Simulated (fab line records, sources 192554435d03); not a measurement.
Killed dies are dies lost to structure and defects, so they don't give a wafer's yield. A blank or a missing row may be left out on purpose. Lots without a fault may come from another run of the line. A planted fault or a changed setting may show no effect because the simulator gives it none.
One fault seen from 2 desks | flow n5_finfet | each desk has only its own numbers; what lay behind them comes last

THE TOOL OWNER'S DESK: pecvd-04
The tool's own readings at N5_BEOL_M2_PECVD_72 (deposits SiO2 from TEOS/O2, target thk 16 nm, time 18 s): means of the sampled wafers that have a number, for each lot that ran on this tool. A lot is out of limits, marked OUT, if its mean lies more than 4 standard deviations from the usual mean; the brackets give that distance.
Columns: A = heater_power_w at N5_BEOL_M2_PECVD_72, usual 699 W; B = showerhead_plenum_p_Torr at N5_BEOL_M2_PECVD_72, usual 8.80 Torr; C = throttle_valve_pct at N5_BEOL_M2_PECVD_72, usual 21.6 %
lot  | first seen here | A   | B    | C
L829 | day 6 17:24     | 687 | 8.73 | 20.8
L832 | day 7 14:09     | 682 | 8.73 | 20.8
L834 | day 8 05:09     | 793 | 8.73 | 20.6
L843 | day 10 09:08    | 682 | 8.72 | 21.0
L845 | day 11 07:28    | 665 | 8.73 | 21.4
This desk's finding: nothing out of limits on any of the 5 lots.

THE METROLOGY DESK
What the gauges read, lot by lot, whatever tool the lot ran on: means of the sampled wafers that have a number. A lot is out of limits, marked OUT, if its mean lies more than 4 standard deviations from the usual mean; the brackets give that distance. Of its 10 readings 7 are shown: those that lie furthest out on some lot.
Columns: A = DIBL_N at N5_BEOL_M4_RC_MEAS_101, usual 36.2 mV/V; B = DIBL_P at N5_BEOL_M4_RC_MEAS_101, usual 36.5 mV/V; C = IOFF_P at N5_BEOL_M4_RC_MEAS_101, usual 0.22 nA/um; D = ION_N at N5_BEOL_M4_RC_MEAS_101, usual 675 uA/um; E = ION_P at N5_BEOL_M4_RC_MEAS_101, usual 463 uA/um; F = SS_P at N5_BEOL_M4_RC_MEAS_101, usual 73.4 mV/dec; G = VT_P at N5_BEOL_M4_RC_MEAS_101, usual -250 mV
lot  | first seen here | A    | B    | C    | D   | E   | F    | G
L828 | day 7 23:32     | 35.0 | 32.1 | 0.16 | 660 | 453 | 72.3 | -254
L829 | day 8 01:12     | 34.4 | 33.7 | 0.19 | 656 | 457 | 73.1 | -251
L832 | day 8 21:22     | 37.2 | 37.2 | 0.25 | 680 | 470 | 73.3 | -245
L833 | day 9 08:58     | 36.2 | 36.8 | 0.24 | 680 | 465 | 74.2 | -248
L834 | day 9 22:13     | 38.8 | 40.2 | 0.24 | 695 | 478 | 74.0 | -248
L838 | day 10 14:29    | 34.8 | 35.9 | 0.20 | 670 | 463 | 73.6 | -250
L840 | day 11 16:40    | 38.2 | 37.6 | 0.22 | 687 | 466 | 73.4 | -251
L841 | day 11 16:50    | 36.1 | 37.2 | 0.19 | 678 | 465 | 73.5 | -253
L843 | day 12 08:26    | 35.7 | 36.0 | 0.19 | 673 | 466 | 72.9 | -251
L845 | day 12 21:07    | 37.8 | 36.8 | 0.26 | 680 | 468 | 72.8 | -246
This desk's finding: nothing out of limits on any of the 10 lots.

PUT TOGETHER
The tool owner's desk saw nothing out of limits.
The metrology desk saw nothing out of limits.

WHAT THE SIMULATOR HAD PUT IN
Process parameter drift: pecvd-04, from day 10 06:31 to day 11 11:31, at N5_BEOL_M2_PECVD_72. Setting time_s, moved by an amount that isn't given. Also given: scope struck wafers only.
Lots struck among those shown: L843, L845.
